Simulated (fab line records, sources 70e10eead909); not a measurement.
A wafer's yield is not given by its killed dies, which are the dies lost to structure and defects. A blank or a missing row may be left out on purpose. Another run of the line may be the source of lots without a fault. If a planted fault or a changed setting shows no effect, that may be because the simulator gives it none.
Comparing a struck lot with a sound one | flow nand harc | 15 out of 1302 route steps
Sound: these wafers, L306.1, L306.4, L306.6. Struck: wafer L315.6 (left out: L315.1, L315.5 of the same lot, which were not struck); the cause appears at the end.
Each step with rows lists, per side, the tool, then ch with its chambers, then its first start. Under that, the readings that differ: sound wafers | struck wafers | difference of the means | sigmas: that difference in standard deviations of wafers without a fault.
alike: same words and numbers on both sides, and readings whose means sit less than 2 such deviations apart. not compared: any withheld reading, any reading some wafer has no value for, any bound like >300 that may hide the same value, and any number with overlapping values for which the record gives no deviation.
Wherever a step has rows on one side only, a row that says differs or no value, or a row with sigmas, the two part there. Numbers that have no deviation but don't overlap get no sigmas and don't part them. A reading missing from all wafers of one side parts the sides only when that side holds two or more wafers.

first, 6 steps without rows for these wafers: NHARC_A_CONTACT_COAT_63 (resist thk 90 nm); NHARC_A_CONTACT_SOFTBAKE_64 (time 55 s); NHARC_A_CONTACT_EBR_65; NHARC_A_CONTACT_EXPOSE_66 (exposes mask A CC 2); NHARC_A_CONTACT_PEB_67 (peb time 65 s); NHARC_A_CONTACT_DEVELOP_68 (develop time 35 s).
NHARC_A_CONTACT_CD_MEAS_69: target cd 300 nm.
  sound on cd sem-01 ch 0, day 22 15:09; struck on cd sem-03 ch 0, day 27 05:33
  reading    | sound             | struck | difference | sigmas
  cd nm (nm) | 300.7 300.6 300.1 | 299.3  | -1.2       | -3
NHARC_A_CONTACT_OVL_MEAS_70:
  sound on overlay-01, day 22 15:14; struck on overlay-01, day 27 05:38
  alike: overlay x nm, overlay y nm
NHARC_A_CONTACT_INSPECT_71:
  sound on defect inspect-02, day 22 15:16; struck on defect inspect-02, day 27 05:41
  reading          | sound     | struck | difference | sigmas
  raw defect count | 101 98 97 | 34     | -65        | -2
NHARC_A_CONTACT_DESCUM_74: chemistry O2, time 3 s.
  sound on rie diel-12 ch 0,1,3, day 22 15:21; struck on rie diel-04 ch 1, day 27 05:46
  alike: drypump motor current A, o2 flow sccm, oes product au, rf vpp V, showerhead plenum p Torr, throttle valve pct
  not compared: rf hours counter h
NHARC_A_CONTACT_ETCH_75: etches the open film in CF4, target depth 39 nm, time 65 s.
  sound on rie diel-12 ch 0,1,3, day 22 15:25; struck on rie diel-04 ch 3, day 27 05:49
  alike: drypump motor current A, oes product au, rf vpp V, run length s, showerhead plenum p Torr, throttle valve pct
  not compared: rf hours counter h
NHARC_A_CONTACT_ETCH_76: etches the open film in N2/H2, target depth 260 nm, time 475.3 s.
  sound: rie diel-12 ch 1,2; struck: rie diel-04 ch 1
  alike: drypump motor current A, oes product au, rf vpp V, run length s, showerhead plenum p Torr, throttle valve pct
  not compared: rf hours counter h
NHARC_A_CONTACT_ETCH_77: etches the open film in CF4/CHF3, target depth 108.9 nm, time 54.5 s.
  sound on rie diel-12 ch 0,1,3, day 22 15:52; struck on rie diel-04 ch 0, day 27 06:49
  reading                     | sound          | struck | difference | sigmas
  drypump motor current A (A) | 6.2 5.0 4.8    | 6.8    | +1.5       | +2
  run length s (s)            | 75.4 75.5 76.2 | 60.6   | -15.1      | -47
  alike: oes product au, rf vpp V, showerhead plenum p Torr, throttle valve pct
  not compared: rf hours counter h
NHARC_A_CONTACT_ETCH_78: etches the open film in O2/COS, target depth 5300 nm, time 1378 s.
  sound: rie diel-12 ch 0,2,3; struck: rie diel-04 ch 0
  reading                | sound                | struck | difference | sigmas
  throttle valve pct (%) | 28.337 28.319 28.327 | 28.351 | +0.023     | +3
  alike: drypump motor current A, o2 flow sccm, oes product au, rf vpp V, run length s, showerhead plenum p Torr
  not compared: rf hours counter h
-- break in the record here, with 3 days between the starts of the struck wafers on either side (left off in module A_CONTACT, picked up again in module END, where the first step shown is number 1302 on the route) --
NHARC_END_SORT_01:
  only the struck wafers appear in the record here, on prober-01 ch 0 at day 29 22:43; the sound ones have no rows

== WHERE THEY PART ==
Earliest at NHARC_A_CONTACT_CD_MEAS_69; latest, in this record, at NHARC_END_SORT_01.

WHY: whatever the simulator had introduced
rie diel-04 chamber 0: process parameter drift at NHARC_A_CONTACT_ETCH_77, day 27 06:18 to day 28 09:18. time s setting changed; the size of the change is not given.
